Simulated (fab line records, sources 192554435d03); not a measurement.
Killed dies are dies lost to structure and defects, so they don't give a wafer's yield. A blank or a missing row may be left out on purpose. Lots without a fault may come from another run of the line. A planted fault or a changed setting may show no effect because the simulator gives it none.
Chamber matching | flow n5_finfet | N5_HKMG_FIN_STRIP_90 on rie_diel-02: 4 sister chambers
The step strips SOC in N2/H2, time 20 s. 18 wafers are shown with their chamber, then 9 later ones without.

WAFERS WITH THEIR CHAMBER
wafer  | chamber | showerhead_plenum_p_Torr (Torr) | throttle_valve_pct (%) | drypump_motor_current_A (A)
L076.1 | 3       | 3.35                            | 19.4                   | 6.6
L076.4 | 1       | 3.47                            | 19.5                   | 6.0
L076.6 | 0       | 3.22                            | 18.8                   | 6.2
L078.3 | 0       | 3.22                            | 18.8                   | 6.1
L078.4 | 1       | 3.46                            | 19.6                   | 6.0
L078.6 | 3       | 3.35                            | 19.4                   | 6.6
L079.1 | 0       | 3.22                            | 18.8                   | 6.1
L079.4 | 1       | 3.46                            | 19.6                   | 6.0
L079.6 | 2       | 3.35                            | 19.3                   | 5.6
L080.1 | 3       | 3.35                            | 19.4                   | 6.6
L080.2 | 2       | 3.35                            | 19.3                   | 5.6
L080.3 | 1       | 3.46                            | 19.5                   | 6.0
L081.2 | 2       | 3.34                            | 19.3                   | 5.6
L081.4 | 3       | 3.35                            | 19.4                   | 6.6
L081.6 | 3       | 3.35                            | 19.4                   | 6.6
L083.1 | 2       | 3.34                            | 19.3                   | 5.6
L083.3 | 1       | 3.46                            | 19.6                   | 6.0
L083.6 | 1       | 3.46                            | 19.5                   | 5.9

SIGNATURES (means of the wafers above)
reading                  | chamber 0 | chamber 1 | chamber 2 | chamber 3 | scatter within a chamber
showerhead_plenum_p_Torr | 3.2200    | 3.4617    | 3.3450    | 3.3500    | 0.00362
throttle_valve_pct       | 18.800    | 19.550    | 19.300    | 19.400    | 0.0327
drypump_motor_current_A  | 6.133     | 5.983     | 5.600     | 6.600     | 0.0327
Rule: a wafer's distance from a chamber is the root of the sum, over the readings, of the square of ((its reading less the chamber's mean) divided by the reading's scatter). The wafer belongs to the nearest chamber; if the next one is less than 2 further off, it can't be placed. The scatter: the root of (the sum of the squares of (reading less its chamber's mean) over the shown wafers, divided by (wafers less chambers)).

WAFERS WITHOUT THEIR CHAMBER
wafer  | showerhead_plenum_p_Torr (Torr) | throttle_valve_pct (%) | drypump_motor_current_A (A)
L085.4 | 3.21                            | 18.8                   | 6.2
L085.5 | 3.34                            | 19.3                   | 5.6
L085.6 | 3.34                            | 19.5                   | 6.6
L092.2 | 3.33                            | 19.4                   | 5.6
L092.4 | 3.45                            | 19.2                   | 5.9
L092.6 | 3.45                            | 19.1                   | 5.9
L094.1 | 3.45                            | 19.1                   | 5.9
L094.2 | 3.33                            | 19.5                   | 6.6
L094.3 | 3.20                            | 18.8                   | 6.2

WHICH CHAMBER EACH WENT THROUGH
wafer  | from the rows above | in truth
L085.4 | 0                   | 0
L085.5 | 2                   | 2
L085.6 | 3                   | 3
L092.2 | 2                   | 2
L092.4 | 1                   | 1
L092.6 | 1                   | 1
L094.1 | 1                   | 1
L094.2 | 3                   | 3
L094.3 | 0                   | 0
Placed correctly: 9 of 9. Can't be placed from these rows: 0. Placed wrongly: 0.
